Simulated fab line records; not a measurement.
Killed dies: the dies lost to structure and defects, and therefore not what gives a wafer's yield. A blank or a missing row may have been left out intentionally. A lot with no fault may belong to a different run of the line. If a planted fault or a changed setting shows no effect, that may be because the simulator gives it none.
The tool behind it: which one? ; flow nand harc ; 6 lots, 18 wafers sampled, at 5 steps of a route of 1159

WHAT THE GAUGES READ, wafer by wafer
NHARC_END_SORT_01.
lot;measured;on;killed dies
L470;day 19 12:08;prober-01;10 12 11
L471;day 19 19:04;prober-02;37 31 35
L472;day 20 09:52;prober-01;21 25 20
L476;day 21 12:28;prober-02;31 21 33
L477;day 21 21:52;prober-01;52 50 44
L481;day 22 04:53;prober-01;35 34 35

EACH LOT AND THE TOOL THAT RAN IT (in order: tool; ch and the chambers of the sampled wafers; start)
lot;NHARC_A_CONTACT_DEP_84;NHARC_A_BONDPAD_PVD_17;NHARC_THIN_TSV_PVD_19;NHARC_THIN_TSV_DESCUM_35
L470;acl dep-03 ch 0, day 16 22:06;pvd sputter-03, day 19 02:32 or earlier;pvd sputter-02, day 19 02:32 or earlier;rie diel-01 ch 0,2,3, day 19 02:32
L471;acl dep-02 ch 0, day 17 07:48;pvd sputter-02, day 19 05:10 or earlier;pvd sputter-01, day 19 05:10 or earlier;rie diel-01 ch 3, day 19 05:10
L472;acl dep-01 ch 0, day 17 19:13;pvd sputter-03, day 20 00:46 or earlier;pvd sputter-01, day 20 00:46 or earlier;rie diel-01 ch 0,1,3, day 20 00:46
L476;acl dep-03 ch 0, day 19 02:10;pvd sputter-02, day 21 01:05 or earlier;pvd sputter-03, day 21 01:05 or earlier;rie diel-03 ch 1,2,3, day 21 01:05
L477;acl dep-01 ch 0, day 19 05:59;pvd sputter-01, day 21 07:40 or earlier;pvd sputter-03, day 21 07:40 or earlier;rie diel-01 ch 1,2,3, day 21 07:40
L481;acl dep-02 ch 0, day 19 15:50;pvd sputter-02, day 21 15:09 or earlier;pvd sputter-03, day 21 15:09 or earlier;rie diel-03 ch 2,3, day 21 15:09
- NHARC_A_CONTACT_DEP_84: deposits aC, target thk 2000 nm.
- NHARC_A_BONDPAD_PVD_17: deposits TaN, target thk 5 nm, time 8.06 s.
- NHARC_THIN_TSV_PVD_19: deposits TaN, target thk 20 nm.
- NHARC_THIN_TSV_DESCUM_35: chemistry O2, time 3 s.

THE ANSWER, worked out from the rows above alone
Rule: what is usual is taken from the lots themselves. Put in order of their means at a reading, lots are off if they are a third of the lots or fewer, leave a main group of 4 or more, and stand apart from it by a gap of 3 or more times the standard deviation of the main group's means; of several such gaps the widest counts. A main group is skipped when, at the precision printed for the reading in the tables above, its means are all equal. A lot without any number at a reading at which 4 lots or more have one is off too. Any other lot the step has rows for is counted as sound.
Across all readings shown, no lot is off: no conclusion can be drawn from this.

WHAT WAS PUT IN BY THE SIMULATOR
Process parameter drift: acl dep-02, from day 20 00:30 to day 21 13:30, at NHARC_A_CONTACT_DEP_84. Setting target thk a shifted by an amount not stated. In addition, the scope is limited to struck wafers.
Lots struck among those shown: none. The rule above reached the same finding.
